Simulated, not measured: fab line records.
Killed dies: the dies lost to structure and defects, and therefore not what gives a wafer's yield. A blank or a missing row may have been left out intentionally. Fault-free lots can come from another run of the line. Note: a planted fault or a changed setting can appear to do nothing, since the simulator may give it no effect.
Matching of chambers | flow nand_harc | 4 sister chambers for NHARC_A_ZERO_WELL_DESCUM_12 on rie_diel-12
The step chemistry O2, time 3 s. 4 wafers are shown with their chamber, then 10 later ones without.

## EACH WAFER AND ITS CHAMBER
wafer  | chamber | oes_product_au (a.u.)
L542.2 | 3       | 0.995
L547.6 | 1       | 1.003
L549.3 | 0       | 0.993
L549.4 | 2       | 0.981

## WAFERS WITH NO CHAMBER GIVEN
wafer  | oes_product_au (a.u.)
L549.5 | 1.007
L550.1 | 1.010
L550.5 | 1.014
L550.6 | 1.000
L551.1 | 1.000
L551.2 | 0.996
L551.3 | 0.989
L552.3 | 1.020
L552.4 | 1.008
L552.6 | 1.016

## EACH ONE'S CHAMBER
wafer  | from the rows above               | in truth
L549.5 | can't be placed: 1 or 3 or 0      | 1
L550.1 | can't be placed: 1 or 3 or 0      | 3
L550.5 | can't be placed: 1 or 3 or 0      | 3
L550.6 | can't be placed: 1 or 3 or 0 or 2 | 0
L551.1 | can't be placed: 1 or 3 or 0 or 2 | 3
L551.2 | can't be placed: 3 or 0 or 1 or 2 | 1
L551.3 | can't be placed: 0 or 3 or 2 or 1 | 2
L552.3 | can't be placed: 1 or 3 or 0      | 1
L552.4 | can't be placed: 1 or 3 or 0      | 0
L552.6 | can't be placed: 1 or 3 or 0      | 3
Correct placement for 0 of the 10. Unplaceable from these rows: 10, with the true chamber sitting among the candidates in 10. Number placed wrongly: 0.
How it was worked out, from the rows above alone: a wafer's distance from a chamber is the root of the sum, over the readings, of the square of ((its reading less the chamber's mean) divided by the reading's scatter). If the next closest chamber is less than 2 further off than the closest, the wafer can't be placed; otherwise it belongs to the closest. The mean given for a chamber averages the wafers shown for that chamber. The scatter (one wafer shown for each chamber): square how far every hidden wafer sits from the nearest shown wafer, average those squares and take the square root.
